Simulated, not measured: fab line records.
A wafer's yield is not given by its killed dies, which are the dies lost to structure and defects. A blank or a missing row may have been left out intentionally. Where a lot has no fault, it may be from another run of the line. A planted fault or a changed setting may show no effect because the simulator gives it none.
Chamber matching + flow n5_finfet + rie_diel-03 running N5_BEOL_M3_DESCUM_33: 4 sister chambers
The step chemistry O2, time 7 s. 8 wafers are shown with their chamber, then 8 later ones without.

## WAFERS PAIRED WITH THEIR CHAMBERS
| wafer  | chamber | oes_product_au (a.u.) | throttle_valve_pct (%) |
|--------|---------|-----------------------|------------------------|
| L075.5 | 0       | 0.73                  | 20.38                  |
| L077.1 | 0       | 0.72                  | 20.40                  |
| L080.1 | 1       | 0.97                  | 19.88                  |
| L080.2 | 2       | 0.68                  | 20.22                  |
| L081.2 | 3       | 0.83                  | 20.14                  |
| L081.3 | 1       | 0.97                  | 19.87                  |
| L081.4 | 2       | 0.69                  | 20.23                  |
| L088.1 | 3       | 0.81                  | 20.16                  |

## WAFERS WHOSE CHAMBER IS MISSING
| wafer  | oes_product_au (a.u.) | throttle_valve_pct (%) |
|--------|-----------------------|------------------------|
| L088.3 | 0.93                  | 19.91                  |
| L088.6 | 0.92                  | 19.91                  |
| L091.2 | 0.70                  | 20.42                  |
| L091.4 | 0.79                  | 20.19                  |
| L091.6 | 0.80                  | 20.15                  |
| L096.1 | 0.70                  | 20.43                  |
| L096.2 | 0.80                  | 20.15                  |
| L096.4 | 0.90                  | 19.91                  |

## THE CHAMBER EACH PASSED THROUGH
| wafer  | from the rows above | in truth |
|--------|---------------------|----------|
| L088.3 | 1                   | 1        |
| L088.6 | 1                   | 1        |
| L091.2 | 0                   | 0        |
| L091.4 | 3                   | 3        |
| L091.6 | 3                   | 3        |
| L096.1 | 0                   | 0        |
| L096.2 | 3                   | 3        |
| L096.4 | 1                   | 1        |
Correctly placed: 8 of 8. Number that these rows cannot place: 0. Number placed wrongly: 0.
How it was worked out, from the rows above alone: a wafer's distance from a chamber is the root of the sum, over the readings, of the square of ((its reading less the chamber's mean) divided by the reading's scatter). If the next closest chamber is less than 2 further off than the closest, the wafer can't be placed; otherwise it belongs to the closest. Each chamber's mean is taken over the wafers shown for it. The scatter: take each reading less its chamber's mean, square it, sum over the shown wafers, divide by the number of wafers less the number of chambers, and take the root.
